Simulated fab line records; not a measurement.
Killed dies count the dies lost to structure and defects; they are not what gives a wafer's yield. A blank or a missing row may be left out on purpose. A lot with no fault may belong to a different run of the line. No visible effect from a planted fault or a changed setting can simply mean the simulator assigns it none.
The tool behind it: which one? | flow n5Finfet | 24 lots with 72 wafers sampled at 5 steps, on a route of 1938 steps

== WHAT EACH GAUGE READ, for each wafer ==
N5_BEOL_M3_OVL_MEAS_12.
lot  | measured     | on         | M3_OVL (nm)
L076 | day 7 19:20  | overlay-01 | -0.6 -0.6 -0.1
L075 | day 8 00:46  | overlay-01 | -1.5 -1.5 -1.8
L077 | day 8 01:32  | overlay-02 | -0.9 -0.9 -0.4
L078 | day 8 13:12  | overlay-01 | -0.3 0.0 -0.7
L079 | day 8 18:47  | overlay-02 | -1.3 -1.4 -1.1
L074 | day 8 18:49  | overlay-01 | -0.7 0.0 -0.5
L080 | day 8 22:59  | overlay-01 | -0.3 -0.9 -0.7
L081 | day 9 01:14  | overlay-02 | -0.1 -0.4 0.2
L082 | day 9 05:42  | overlay-02 | -1.7 -0.5 -1.5
L083 | day 9 05:53  | overlay-01 | -1.0 -0.5 0.2
L084 | day 9 15:23  | overlay-01 | 0.0 0.4 -0.1
L085 | day 9 19:24  | overlay-01 | -0.5 -1.7 -2.0
L086 | day 10 08:46 | overlay-01 | -0.6 -0.4 -0.4
L087 | day 11 21:40 | overlay-01 | -0.7 -1.1 -1.1
L088 | day 11 02:25 | overlay-02 | 1.0 0.4 0.6
L090 | day 11 05:33 | overlay-01 | -0.4 -0.5 0.3
L089 | day 11 06:46 | overlay-02 | -0.8 0.1 -0.3
L092 | day 11 23:10 | overlay-02 | -1.5 -1.0 -1.1
L091 | day 12 00:02 | overlay-01 | -1.5 -0.6 -0.6
L093 | day 12 13:07 | overlay-01 | 0.0 -0.6 -0.6
L094 | day 12 18:22 | overlay-01 | -1.3 -1.4 -1.8
L095 | day 12 21:41 | overlay-02 | -0.3 -1.1 -1.2
L096 | day 12 22:50 | overlay-02 | -1.2 -1.2 -1.8
L097 | day 13 02:31 | overlay-02 | -0.1 0.7 0.2

N5_BEOL_M3_INSPECT_30: inspects for defects (brightfield).
lot  | measured     | on               | rawDefectCount
L076 | day 7 20:16  | defectInspect-02 | 485 380 285
L075 | day 8 01:49  | defectInspect-01 | 380 392 435
L077 | day 8 02:35  | defectInspect-02 | 331 542 553
L078 | day 8 14:14  | defectInspect-02 | 341 494 357
L079 | day 8 19:52  | defectInspect-01 | 341 404 285
L074 | day 8 19:45  | defectInspect-01 | 404 451 362
L080 | day 9 00:00  | defectInspect-01 | 380 368 536
L081 | day 9 02:17  | defectInspect-01 | 447 390 440
L082 | day 9 06:53  | defectInspect-01 | 311 366 324
L083 | day 9 07:05  | defectInspect-01 | 301 304 326
L084 | day 9 16:25  | defectInspect-01 | 360 531 469
L085 | day 9 20:20  | defectInspect-01 | 348 357 368
L086 | day 10 09:47 | defectInspect-01 | 390 342 372
L087 | day 11 23:02 | defectInspect-02 | 305 528 429
L088 | day 11 03:29 | defectInspect-01 | 357 442 390
L090 | day 11 06:34 | defectInspect-01 | 596 476 418
L089 | day 11 07:42 | defectInspect-01 | 341 399 305
L092 | day 12 01:07 | defectInspect-01 | 497 341 494
L091 | day 12 01:38 | defectInspect-01 | 385 388 467
L093 | day 12 14:11 | defectInspect-01 | 345 371 293
L094 | day 12 19:33 | defectInspect-01 | 423 315 343
L095 | day 12 22:36 | defectInspect-01 | 257 343 372
L096 | day 12 23:46 | defectInspect-02 | 532 460 399
L097 | day 13 03:34 | defectInspect-02 | 275 512 415

== TOOL THAT RAN EACH LOT (tool first, then ch and the chambers of the sampled wafers, then the start) ==
lot  | N5_BEOL_M2_ALD_84                  | N5_BEOL_M2_ANNEAL_80        | N5_BEOL_M2_SPUTTER_94
L076 | aldMetal-02 ch 0,1,2, day 7 14:17  | pvdSputter-01, day 7 15:16  | pvdSputter-01, day 7 16:39
L075 | aldMetal-04 ch 0,2, day 7 20:27    | pvdSputter-02, day 7 21:34  | pvdSputter-02, day 7 22:49
L077 | aldMetal-01 ch 0,1,2, day 7 20:40  | pvdSputter-01, day 7 21:46  | pvdSputter-01, day 7 23:00
L078 | aldMetal-04 ch 1,2, day 8 08:36    | pvdSputter-03, day 8 09:35  | pvdSputter-03, day 8 10:49
L079 | aldMetal-02 ch 0,2,3, day 8 13:14  | pvdSputter-03, day 8 14:08  | pvdSputter-03, day 8 15:22
L074 | aldMetal-02 ch 2,3, day 8 13:26    | pvdSputter-02, day 8 14:13  | pvdSputter-02, day 8 15:28
L080 | aldMetal-02 ch 0,2,3, day 8 18:53  | pvdSputter-01, day 8 19:43  | pvdSputter-01, day 8 20:57
L081 | aldMetal-02 ch 1,3, day 8 19:38    | pvdSputter-01, day 8 21:33  | pvdSputter-01, day 8 22:47
L082 | aldMetal-02 ch 0,2,3, day 9 00:55  | pvdSputter-03, day 9 01:44  | pvdSputter-03, day 9 02:59
L083 | aldMetal-01 ch 0,2,3, day 9 01:10  | pvdSputter-02, day 9 02:22  | pvdSputter-02, day 9 03:37
L084 | aldMetal-02 ch 0,1,2, day 9 06:22  | pvdSputter-01, day 9 08:57  | pvdSputter-01, day 9 10:11
L085 | aldMetal-02 ch 0,1, day 9 12:35    | pvdSputter-02, day 9 14:52  | pvdSputter-02, day 9 16:07
L086 | aldMetal-04 ch 0,3, day 10 04:13   | pvdSputter-03, day 10 05:13 | pvdSputter-03, day 10 06:27
L087 | aldMetal-01 ch 0,1,3, day 10 16:06 | pvdSputter-01, day 10 18:33 | pvdSputter-01, day 11 19:11
L088 | aldMetal-02 ch 1,3, day 10 20:11   | pvdSputter-03, day 10 21:14 | pvdSputter-03, day 10 22:28
L090 | aldMetal-01 ch 0,3, day 11 01:14   | pvdSputter-03, day 11 02:08 | pvdSputter-03, day 11 03:22
L089 | aldMetal-04 ch 0,1,2, day 11 01:47 | pvdSputter-02, day 11 02:57 | pvdSputter-02, day 11 04:11
L092 | aldMetal-02 ch 0,1,3, day 11 18:12 | pvdSputter-03, day 11 19:05 | pvdSputter-03, day 11 20:20
L091 | aldMetal-02 ch 1,2, day 11 18:46   | pvdSputter-01, day 11 20:28 | pvdSputter-01, day 11 21:43
L093 | aldMetal-04 ch 0,1,3, day 12 07:40 | pvdSputter-01, day 12 08:40 | pvdSputter-01, day 12 09:55
L094 | aldMetal-02 ch 1,2,3, day 12 13:46 | pvdSputter-03, day 12 14:44 | pvdSputter-03, day 12 15:59
L095 | aldMetal-01 ch 0,1,2, day 12 13:57 | pvdSputter-03, day 12 16:35 | pvdSputter-03, day 12 17:49
L096 | aldMetal-02 ch 0,1,3, day 12 18:37 | pvdSputter-01, day 12 19:32 | pvdSputter-01, day 12 20:47
L097 | aldMetal-02 ch 0,2, day 12 22:05   | pvdSputter-03, day 12 22:53 | pvdSputter-03, day 13 00:08
- N5_BEOL_M2_ALD_84: deposits TaN, pulse time 2 s, purge time 3 s, co reactant purge time 2 s.
- N5_BEOL_M2_ANNEAL_80: time 240 s.
- N5_BEOL_M2_SPUTTER_94: material Cu, target thk 4.5 nm, time 8.29 s.

== AS READ BY THE TOOLS THEMSELVES (means over the sampled wafers that have a number; for cases with no such wafer, the mark the record gives instead) ==
N5_BEOL_M2_ALD_84.
lot  | tool        | heaterPowerW (W) | precursorVesselCarrierSccm (sccm)
L076 | aldMetal-02 | 418              | 1000
L075 | aldMetal-04 | 404              | 995
L077 | aldMetal-01 | 399              | 997
L078 | aldMetal-04 | 491              | 1001
L079 | aldMetal-02 | 437              | 997
L074 | aldMetal-02 | 433              | 997
L080 | aldMetal-02 | 434              | 999
L081 | aldMetal-02 | 403              | 1000
L082 | aldMetal-02 | 432              | 1001
L083 | aldMetal-01 | 411              | 1000
L084 | aldMetal-02 | 423              | 1000
L085 | aldMetal-02 | 412              | 999
L086 | aldMetal-04 | 358              | 999
L087 | aldMetal-01 | 410              | 998
L088 | aldMetal-02 | 405              | 998
L090 | aldMetal-01 | 419              | 1001
L089 | aldMetal-04 | 446              | 1000
L092 | aldMetal-02 | 415              | 999
L091 | aldMetal-02 | 417              | 997
L093 | aldMetal-04 | 400              | 1002
L094 | aldMetal-02 | 416              | 997
L095 | aldMetal-01 | 400              | 1003
L096 | aldMetal-02 | 411              | 1001
L097 | aldMetal-02 | 437              | 1000

N5_BEOL_M2_ANNEAL_80.
lot  | tool          | heaterPowerW (W)
L076 | pvdSputter-01 | 802
L075 | pvdSputter-02 | 867
L077 | pvdSputter-01 | 823
L078 | pvdSputter-03 | 737
L079 | pvdSputter-03 | 743
L074 | pvdSputter-02 | 867
L080 | pvdSputter-01 | 802
L081 | pvdSputter-01 | 780
L082 | pvdSputter-03 | 725
L083 | pvdSputter-02 | 792
L084 | pvdSputter-01 | 820
L085 | pvdSputter-02 | 859
L086 | pvdSputter-03 | 770
L087 | pvdSputter-01 | 801
L088 | pvdSputter-03 | 765
L090 | pvdSputter-03 | 756
L089 | pvdSputter-02 | 782
L092 | pvdSputter-03 | 750
L091 | pvdSputter-01 | 791
L093 | pvdSputter-01 | 778
L094 | pvdSputter-03 | 736
L095 | pvdSputter-03 | 775
L096 | pvdSputter-01 | 815
L097 | pvdSputter-03 | 773

N5_BEOL_M2_SPUTTER_94.
lot  | tool          | chuckSensorTempC (C) | throttleValvePct (%)
L076 | pvdSputter-01 | -15.9                | 31.1
L075 | pvdSputter-02 | -15.7                | 28.8
L077 | pvdSputter-01 | -15.5                | 30.3
L078 | pvdSputter-03 | -16.1                | 30.0
L079 | pvdSputter-03 | -16.1                | 30.1
L074 | pvdSputter-02 | -15.6                | 28.7
L080 | pvdSputter-01 | -15.8                | 30.1
L081 | pvdSputter-01 | -15.8                | 30.6
L082 | pvdSputter-03 | -16.0                | 30.1
L083 | pvdSputter-02 | -15.5                | 28.9
L084 | pvdSputter-01 | -15.5                | 30.9
L085 | pvdSputter-02 | -15.6                | 28.4
L086 | pvdSputter-03 | -16.1                | 29.9
L087 | pvdSputter-01 | -16.5                | 31.4
L088 | pvdSputter-03 | -16.3                | 29.5
L090 | pvdSputter-03 | -16.5                | 29.9
L089 | pvdSputter-02 | -15.5                | 29.0
L092 | pvdSputter-03 | -15.6                | 30.0
L091 | pvdSputter-01 | -15.9                | 30.8
L093 | pvdSputter-01 | -15.7                | 30.5
L094 | pvdSputter-03 | -16.0                | 30.1
L095 | pvdSputter-03 | -15.9                | 29.6
L096 | pvdSputter-01 | -15.5                | 30.3
L097 | pvdSputter-03 | -16.1                | 30.0

== THE ANSWER, worked out from the rows above alone ==
Rule: the lots themselves supply what counts as usual. The widest of any qualifying gaps counts: lots, ordered by their means at a reading, are off when they make up no more than a third of the lots, leave a main group of 4 or more, and stand apart from it by 3 or more times the standard deviation of that group's means. The tables above print the reading to a certain number of digits; a main group whose means all agree to those digits is not used. A lot without any number at a reading at which 4 lots or more have one is off too. Any other lot the step has rows for is counted as sound. Order of review: gauges by route order, followed by the tools' own readings, for which a lot's mean as printed above is used. The first step at which some lot is off is used, and at that step the reading that is off furthest; a lot without a number counts as furthest.
Across all readings shown, no lot is off: no conclusion can be drawn from this.

== WHAT THE SIMULATOR PUT IN ==
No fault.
